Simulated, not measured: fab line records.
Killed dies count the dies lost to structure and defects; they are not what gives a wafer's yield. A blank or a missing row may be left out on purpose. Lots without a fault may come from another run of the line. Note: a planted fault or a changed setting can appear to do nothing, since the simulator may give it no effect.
Chamber matching :: flow n5Finfet :: N5_FIN_SAQP_ETCH_51 on rieDiel-04 has 4 sister chambers
The step etches SiARC in CF4, target depth 45.5 nm, time 75.8 s. 18 wafers are shown with their chamber, then 9 later ones without.

EACH WAFER AND ITS CHAMBER
wafer: L074.1
chamber: 3
showerheadPlenumPTorr (Torr): 2.18
drypumpMotorCurrentA (A): 6.3
oesProductAu (a.u.): 0.78

wafer: L074.2
chamber: 2
showerheadPlenumPTorr (Torr): 2.26
drypumpMotorCurrentA (A): 6.3
oesProductAu (a.u.): 0.76

wafer: L074.3
chamber: 1
showerheadPlenumPTorr (Torr): 2.23
drypumpMotorCurrentA (A): 5.8
oesProductAu (a.u.): 0.61

wafer: L074.4
chamber: 2
showerheadPlenumPTorr (Torr): 2.26
drypumpMotorCurrentA (A): 6.3
oesProductAu (a.u.): 0.76

wafer: L074.5
chamber: 3
showerheadPlenumPTorr (Torr): 2.18
drypumpMotorCurrentA (A): 6.2
oesProductAu (a.u.): 0.78

wafer: L074.6
chamber: 1
showerheadPlenumPTorr (Torr): 2.23
drypumpMotorCurrentA (A): 5.8
oesProductAu (a.u.): 0.61

wafer: L077.1
chamber: 3
showerheadPlenumPTorr (Torr): 2.18
drypumpMotorCurrentA (A): 6.3
oesProductAu (a.u.): 0.77

wafer: L077.4
chamber: 2
showerheadPlenumPTorr (Torr): 2.26
drypumpMotorCurrentA (A): 6.3
oesProductAu (a.u.): 0.74

wafer: L077.6
chamber: 0
showerheadPlenumPTorr (Torr): 2.10
drypumpMotorCurrentA (A): 5.0
oesProductAu (a.u.): 0.84

wafer: L078.1
chamber: 2
showerheadPlenumPTorr (Torr): 2.26
drypumpMotorCurrentA (A): 6.3
oesProductAu (a.u.): 0.75

wafer: L078.3
chamber: 0
showerheadPlenumPTorr (Torr): 2.10
drypumpMotorCurrentA (A): 5.0
oesProductAu (a.u.): 0.83

wafer: L078.6
chamber: 0
showerheadPlenumPTorr (Torr): 2.10
drypumpMotorCurrentA (A): 5.0
oesProductAu (a.u.): 0.83

wafer: L079.1
chamber: 1
showerheadPlenumPTorr (Torr): 2.22
drypumpMotorCurrentA (A): 5.8
oesProductAu (a.u.): 0.61

wafer: L079.2
chamber: 0
showerheadPlenumPTorr (Torr): 2.10
drypumpMotorCurrentA (A): 5.0
oesProductAu (a.u.): 0.82

wafer: L079.3
chamber: 3
showerheadPlenumPTorr (Torr): 2.18
drypumpMotorCurrentA (A): 6.2
oesProductAu (a.u.): 0.76

wafer: L084.1
chamber: 3
showerheadPlenumPTorr (Torr): 2.17
drypumpMotorCurrentA (A): 6.3
oesProductAu (a.u.): 0.76

wafer: L084.2
chamber: 1
showerheadPlenumPTorr (Torr): 2.22
drypumpMotorCurrentA (A): 5.8
oesProductAu (a.u.): 0.61

wafer: L084.3
chamber: 2
showerheadPlenumPTorr (Torr): 2.26
drypumpMotorCurrentA (A): 6.2
oesProductAu (a.u.): 0.74

SIGNATURES, as means of the wafers listed above
reading: showerheadPlenumPTorr
chamber 0: 2.1000
chamber 1: 2.2250
chamber 2: 2.2600
chamber 3: 2.1780
scatter within a chamber: 0.00359

reading: drypumpMotorCurrentA
chamber 0: 5.000
chamber 1: 5.800
chamber 2: 6.280
chamber 3: 6.260
scatter within a chamber: 0.0378

reading: oesProductAu
chamber 0: 0.8300
chamber 1: 0.6100
chamber 2: 0.7500
chamber 3: 0.7700
scatter within a chamber: 0.00845
Rule: for a wafer and a chamber, the distance is found by dividing, reading by reading, the gap between the wafer's reading and the chamber's mean by the reading's scatter, squaring, summing and taking the root. The wafer belongs to the nearest chamber; if the next one is less than 2 further off, it can't be placed. The scatter: the root of (the sum of the squares of (reading less its chamber's mean) over the shown wafers, divided by (wafers less chambers)).

WAFERS WITHOUT THEIR CHAMBER
wafer: L091.1
showerheadPlenumPTorr (Torr): 2.09
drypumpMotorCurrentA (A): 5.0
oesProductAu (a.u.): 0.77

wafer: L091.3
showerheadPlenumPTorr (Torr): 2.22
drypumpMotorCurrentA (A): 5.8
oesProductAu (a.u.): 0.59

wafer: L091.6
showerheadPlenumPTorr (Torr): 2.09
drypumpMotorCurrentA (A): 5.0
oesProductAu (a.u.): 0.76

wafer: L092.1
showerheadPlenumPTorr (Torr): 2.17
drypumpMotorCurrentA (A): 6.3
oesProductAu (a.u.): 0.73

wafer: L092.4
showerheadPlenumPTorr (Torr): 2.22
drypumpMotorCurrentA (A): 5.8
oesProductAu (a.u.): 0.58

wafer: L092.6
showerheadPlenumPTorr (Torr): 2.22
drypumpMotorCurrentA (A): 5.8
oesProductAu (a.u.): 0.59

wafer: L097.1
showerheadPlenumPTorr (Torr): 2.09
drypumpMotorCurrentA (A): 5.0
oesProductAu (a.u.): 0.75

wafer: L097.3
showerheadPlenumPTorr (Torr): 2.25
drypumpMotorCurrentA (A): 6.3
oesProductAu (a.u.): 0.71

wafer: L097.5
showerheadPlenumPTorr (Torr): 2.25
drypumpMotorCurrentA (A): 6.3
oesProductAu (a.u.): 0.71

CHAMBER TAKEN BY EACH
wafer: L091.1
from the rows above: 0
in truth: 0

wafer: L091.3
from the rows above: 1
in truth: 1

wafer: L091.6
from the rows above: 0
in truth: 0

wafer: L092.1
from the rows above: 3
in truth: 3

wafer: L092.4
from the rows above: 1
in truth: 1

wafer: L092.6
from the rows above: 1
in truth: 1

wafer: L097.1
from the rows above: 0
in truth: 0

wafer: L097.3
from the rows above: 2
in truth: 2

wafer: L097.5
from the rows above: 2
in truth: 2
Placed correctly: 9 of 9. Left unplaced by these rows: 0. 0 placed wrongly.
